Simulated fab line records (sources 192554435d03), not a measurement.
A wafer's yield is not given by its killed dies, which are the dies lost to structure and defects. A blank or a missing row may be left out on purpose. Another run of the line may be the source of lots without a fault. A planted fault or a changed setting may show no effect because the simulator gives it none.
Which tool is to blame? | flow n5 finfet | 11 lots with 32 wafers sampled at 5 steps, on a route of 1938 steps

== WHAT EACH GAUGE READ, for each wafer ==
N5_BEOL_M7_THK_MEAS_01.
lot  | measured     | on            | M7_ILD_THK (nm)
L825 | day 8 18:11  | film metro-02 | 156.5 155.2 156.2
L826 | day 8 19:35  | film metro-01 | 155.7 158.2 155.5
L827 | day 9 16:30  | film metro-02 | 153.7 158.9 156.2
L829 | day 9 18:02  | film metro-01 | 152.4 155.5 154.0
L830 | day 10 11:52 | film metro-01 | 154.2 154.5
L832 | day 10 13:59 | film metro-02 | 155.9 154.8 156.7
L833 | day 10 20:14 | film metro-02 | 153.5 153.1 156.8
L834 | day 11 13:02 | film metro-02 | 157.0 157.2 156.0
L836 | day 11 23:40 | film metro-02 | 152.8 159.8 156.6
L842 | day 13 06:22 | film metro-01 | 153.5 154.4 121.7
L847 | day 14 09:57 | film metro-01 | 153.1 156.6 154.0

== TOOL THAT RAN EACH LOT (tool first, then ch and the chambers of the sampled wafers, then the start) ==
lot  | N5_BEOL_M6_CURE_75            | N5_BEOL_M6_SURFACE_TREAT_79  | N5_BEOL_M7_ILD_DEP_00           | N5_BEOL_M7_CURE_74
L825 | uv cure-02 ch 1, day 8 14:57  | pvd sputter-02, day 8 16:24  | pecvd-04 ch 0,1,2, day 8 17:35  | uv cure-01 ch 2, day 8 17:45
L826 | uv cure-02 ch 2, day 8 16:50  | pvd sputter-03, day 8 17:27  | pecvd-02 ch 0,2, day 8 19:00    | uv cure-03 ch 1, day 8 19:13
L827 | uv cure-01 ch 1, day 9 13:23  | pvd sputter-01, day 9 14:14  | pecvd-01 ch 0,1,2, day 9 15:56  | uv cure-03 ch 2, day 9 16:09
L829 | uv cure-01 ch 0, day 9 14:29  | pvd sputter-03, day 9 15:56  | pecvd-02 ch 2, day 9 17:26      | uv cure-02 ch 2, day 9 17:31
L830 | uv cure-03 ch 1, day 10 07:35 | pvd sputter-01, day 10 08:55 | pecvd-01 ch 1,2, day 10 11:17   | uv cure-03 ch 1, day 10 11:21
L832 | uv cure-02 ch 1, day 10 10:33 | pvd sputter-02, day 10 11:42 | pecvd-02 ch 1,2, day 10 13:23   | uv cure-01 ch 0, day 10 13:29
L833 | uv cure-02 ch 0, day 10 16:43 | pvd sputter-02, day 10 18:29 | pecvd-04 ch 0,1,2, day 10 19:40 | uv cure-03 ch 2, day 10 19:49
L834 | uv cure-03 ch 1, day 11 10:14 | pvd sputter-02, day 11 11:00 | pecvd-02 ch 1,2, day 11 12:27   | uv cure-01 ch 2, day 11 12:40
L836 | uv cure-01 ch 2, day 11 18:49 | pvd sputter-01, day 11 21:31 | pecvd-04 ch 0,1,2, day 11 23:06 | uv cure-03 ch 1, day 11 23:19
L842 | uv cure-03 ch 0, day 13 02:42 | pvd sputter-02, day 13 03:40 | pecvd-04 ch 0,1,2, day 13 05:47 | uv cure-03 ch 2, day 13 05:51
L847 | uv cure-01 ch 0, day 14 06:18 | pvd sputter-03, day 14 07:09 | pecvd-02 ch 1,2, day 14 09:23   | uv cure-03 ch 0, day 14 09:31
- N5_BEOL_M6_CURE_75: cures SiCOH lowk, time 120 s.
- N5_BEOL_M6_SURFACE_TREAT_79
- N5_BEOL_M7_ILD_DEP_00: deposits SiCOH lowk from DEMS/porogen, target thk 179.75 nm, time 33.4 s.
- N5_BEOL_M7_CURE_74: cures SiCOH lowk, time 240 s.

== WHAT THE TOOLS THEMSELVES READ (means of the sampled wafers that have a number; where no wafer has one, the mark that the record gives instead) ==
N5_BEOL_M6_CURE_75.
lot  | tool       | lamp power pct (%) | wafer_temp_C_max
L825 | uv cure-02 | 52.27              | 371.1
L826 | uv cure-02 | 52.35              | 371.8
L827 | uv cure-01 | 52.31              | 371.5
L829 | uv cure-01 | 52.29              | 371.0
L830 | uv cure-03 | 52.30              | 370.8
L832 | uv cure-02 | 52.36              | 371.1
L833 | uv cure-02 | 52.30              | 371.6
L834 | uv cure-03 | 52.33              | 371.0
L836 | uv cure-01 | 52.31              | 372.3
L842 | uv cure-03 | 52.29              | 372.1
L847 | uv cure-01 | 52.28              | 370.9

N5_BEOL_M7_ILD_DEP_00.
lot  | tool     | heater power w (W) | showerhead plenum p Torr (Torr) | throttle valve pct (%)
L825 | pecvd-04 | 278                | 5.746                           | 14.6
L826 | pecvd-02 | 324                | 5.723                           | 13.0
L827 | pecvd-01 | 314                | 5.732                           | 13.9
L829 | pecvd-02 | 331                | 5.731                           | 12.8
L830 | pecvd-01 | 300                | 5.733                           | 14.2
L832 | pecvd-02 | 314                | 5.745                           | 13.1
L833 | pecvd-04 | 251                | 5.743                           | 14.3
L834 | pecvd-02 | 332                | 5.741                           | 12.9
L836 | pecvd-04 | 247                | 5.747                           | 14.3
L842 | pecvd-04 | 251                | 5.741                           | 14.5
L847 | pecvd-02 | 312                | 5.746                           | 13.2

N5_BEOL_M7_CURE_74.
lot  | tool       | lamp power pct (%) | wafer_temp_C_max
L825 | uv cure-01 | 52.33              | 387.8
L826 | uv cure-03 | 52.31              | 385.8
L827 | uv cure-03 | 52.31              | 386.5
L829 | uv cure-02 | 52.27              | 387.1
L830 | uv cure-03 | 52.34              | 386.1
L832 | uv cure-01 | 52.34              | 386.2
L833 | uv cure-03 | 52.33              | 386.3
L834 | uv cure-01 | 52.30              | 387.9
L836 | uv cure-03 | 52.33              | 385.9
L842 | uv cure-03 | 52.27              | 386.3
L847 | uv cure-03 | 52.33              | 387.4

== THE ANSWER, worked out from the rows above alone ==
Rule: what is usual is taken from the lots themselves. The widest of any qualifying gaps counts: lots, ordered by their means at a reading, are off when they make up no more than a third of the lots, leave a main group of 4 or more, and stand apart from it by 3 or more times the standard deviation of that group's means. The tables above print the reading to a certain number of digits; a main group whose means all agree to those digits is not used. Also off: a lot with no number at a reading for which 4 or more lots have one. Any other lot the step has rows for is counted as sound. The gauges are gone through in route order, then the tools' own readings, and for those a lot's mean is taken as printed above. The first step at which some lot is off is used, and at that step the reading that is off furthest; a lot without a number counts as furthest.
Off: L842, seen at N5_BEOL_M7_THK_MEAS_01 (M7_ILD_THK). For the main group the mean is 155.5 nm and the standard deviation 0.99.
A tool fits if, at a process step before that reading, it ran every lot that is off, and no sound lot after the first of them. The gauges at N5_BEOL_M7_THK_MEAS_01 are tried like those tools. Can't be told from this: 3 tools fit, uv cure-03 at N5_BEOL_M6_CURE_75, pvd sputter-02 at N5_BEOL_M6_SURFACE_TREAT_79, pecvd-04 at N5_BEOL_M7_ILD_DEP_00.

== WHAT THE SIMULATOR HAD PUT IN ==
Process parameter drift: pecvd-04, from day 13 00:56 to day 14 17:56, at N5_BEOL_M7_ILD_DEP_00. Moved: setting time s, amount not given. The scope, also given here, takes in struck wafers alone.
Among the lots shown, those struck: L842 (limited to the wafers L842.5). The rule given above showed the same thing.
